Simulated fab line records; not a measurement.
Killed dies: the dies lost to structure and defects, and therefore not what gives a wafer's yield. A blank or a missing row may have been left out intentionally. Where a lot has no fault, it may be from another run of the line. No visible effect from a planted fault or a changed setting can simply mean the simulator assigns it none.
Comparing a struck lot with a sound one || flow n5_finfet || 37 steps out of a route of 1938
Sound: wafers L403.2, L403.4, L403.6. Struck: wafers L398.1, L398.5. (L398.6 of the same lot was not struck and is left out.) The cause comes at the end.
For every step that has rows: the tool of each side, followed by ch and its chambers, followed by its first start. Under that, the readings that differ: sound wafers || struck wafers || difference of the means || sigmas: that difference in standard deviations of wafers without a fault.
alike: readings whose means differ by less than 2 such deviations, and words and numbers that are the same on both sides. not compared: withheld readings, readings that some wafer has no value for, bounds like >300 that may hide the same value, and numbers for which the record gives no deviation and whose values overlap.
Wherever a step has rows on one side only, a row that says differs or no value, or a row with sigmas, the two part there. Numbers that don't overlap but have no deviation are shown without sigmas and don't part them. Lack of a reading on every wafer of one side parts them only where that side has two or more wafers.

first, 9 steps without rows for these wafers: N5_BEOL_M3_ANNEAL_95 (time 240 s); N5_BEOL_M3_SPUTTER_96 (material Cu, target thk 4.5 nm, time 8.29 s); N5_BEOL_M3_ECD_50 (material Cu, target thk 300 nm); N5_BEOL_M3_ANNEAL_51 (time 90 s); N5_BEOL_M3_CMP_52 (polishes, stops on SiOC, t overpolish 6.8 s, target thk 40 nm); N5_BEOL_M3_PRE_CLEAN_60 (time 15 s); N5_BEOL_M3_CO_CAP_55 (material Co, precursor CCTBA/H2, target thk 2 nm, time 102.1 s); N5_BEOL_M3_PRE_CLEAN_56 (time 15 s); N5_BEOL_M3_DEP_57 (deposits SiCN from 3MS/NH3, target thk 8 nm, time 14 s).
N5_BEOL_M4_ILD_DEP_00: deposits SiOC from DEMS/O2, target thk 79 nm, time 15.3 s.
  sound on pecvd-04 ch 0,1,2, day 13 11:22; struck on pecvd-03 ch 0, day 11 19:33
{"reading": "susceptor_temp_C (C)", "sound": "350.12 349.72 349.89", "struck": "338.95 338.85", "difference": -11.01, "sigmas": -55}
{"reading": "model.SiOC_of_BEOL_M4_ILD_DEP_00.thk_nm (nm)", "sound": "78.2 79.8 80.4", "struck": "80.8 82.2", "difference": "+2.0", "sigmas": ""}
  alike: heater_power_w, showerhead_plenum_p_Torr, showerhead_vpp_V, throttle_valve_pct
N5_BEOL_M4_THK_MEAS_01:
  sound: film_metro-01 at day 13 11:26; struck: film_metro-01 at day 11 19:37
{"reading": "M4_ILD_THK (nm)", "sound": "78.2 79.9 80.4", "struck": "80.8 82.1", "difference": "+1.9", "sigmas": "+2"}
then, 24 steps without rows for these wafers: N5_BEOL_M4_PECVD_72 (deposits SiO2 from TEOS/O2, target thk 16 nm, time 18 s); N5_BEOL_M4_HM_DEP_02 (deposits TiN, target thk 20 nm); N5_BEOL_M4_COAT_61 (time 60 s, resist thk 60 nm); N5_BEOL_M4_COAT_62 (time 60 s, resist thk 12 nm); N5_BEOL_M4_COAT_73 (time 60 s, resist thk 5 nm); N5_BEOL_M4_COAT_05 (resist thk 30 nm); N5_BEOL_M4_EBR_07; N5_BEOL_M4_SOFTBAKE_06 (time 60 s); N5_BEOL_M4_EXPOSE_08 (exposes mask M4); N5_BEOL_M4_PEB_09 (peb time 60 s); N5_BEOL_M4_DEVELOP_10 (develop time 30 s); N5_BEOL_M4_DESCUM_16 (chemistry O2, time 7 s); N5_BEOL_M4_ETCH_74 (etches underlayer in N2/H2, target depth 6.5 nm, time 5.2 s); N5_BEOL_M4_ETCH_63 (etches SiARC in CF4, target depth 15.6 nm, time 26 s); N5_BEOL_M4_ETCH_64 (etches SOC in N2/H2, target depth 75 nm, overetch 22.5 nm, time 121.9 s); N5_BEOL_M4_STRIP_65 (strips in N2/H2); N5_BEOL_M4_STRIP_75 (strips in N2/H2); N5_BEOL_M4_STRIP_66 (strips in CF4); N5_BEOL_M4_HM_OPEN_17 (chemistry Cl2/BCl3, target TiN, target depth 20 nm, overetch 6 nm); N5_BEOL_M4_STRIP_19 (strips in O2); N5_BEOL_M4_COAT_67 (time 60 s, resist thk 60 nm); N5_BEOL_M4_COAT_68 (time 60 s, resist thk 12 nm); N5_BEOL_M4_COAT_76 (time 60 s, resist thk 5 nm); N5_BEOL_M4_COAT_22 (resist thk 30 nm).
N5_BEOL_M4_CMP_52: polishes, stops on SiOC, t overpolish 6.8 s, target thk 40 nm.
  sound on cmp-02 ch 1,3, day 13 19:02; struck on cmp-01 ch 0,1, day 12 08:11
{"reading": "barrier_field_endpoint_s (s)", "sound": "24.7 25.2 25.4", "struck": "23.5 24.3", "difference": -1.2, "sigmas": -2}
{"reading": "motor_current_A (A)", "sound": "6.5 6.5 6.2", "struck": "4.6 5.1", "difference": -1.6, "sigmas": -2}
{"reading": "model.SiOC_of_BEOL_M4_ILD_DEP_00.thk_nm (nm)", "sound": "75.2 76.8 77.4", "struck": "77.8 79.2", "difference": "+2.0", "sigmas": ""}
  alike: clearing_platen_down_force_psi, head_pressure_psi, overpolish_run_s, slurry_filter_dp_kPa, time_to_endpoint_s
N5_BEOL_M4_RC_MEAS_101:
  sound on prober-01 ch 0, day 13 19:48; struck on prober-02 ch 0, day 12 08:45
{"reading": "DIBL_N (mV/V)", "sound": "33.6 34.3 32.6", "struck": "37.6 35.5", "difference": "+3.0", "sigmas": "+2"}
{"reading": "SS_N (mV/dec)", "sound": "70.9 70.7 70.5", "struck": "72.4 71.5", "difference": "+1.2", "sigmas": "+2"}
  alike: DIBL_P, IOFF_N, IOFF_P, ION_N, ION_P, SS_P, VT_N, VT_P

## WHERE THEY PART
At N5_BEOL_M4_ILD_DEP_00 first; at N5_BEOL_M4_RC_MEAS_101 last (within this record only).

WHY: whatever the simulator had introduced
pecvd-03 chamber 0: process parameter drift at N5_BEOL_M4_ILD_DEP_00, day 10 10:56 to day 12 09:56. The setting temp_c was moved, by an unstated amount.
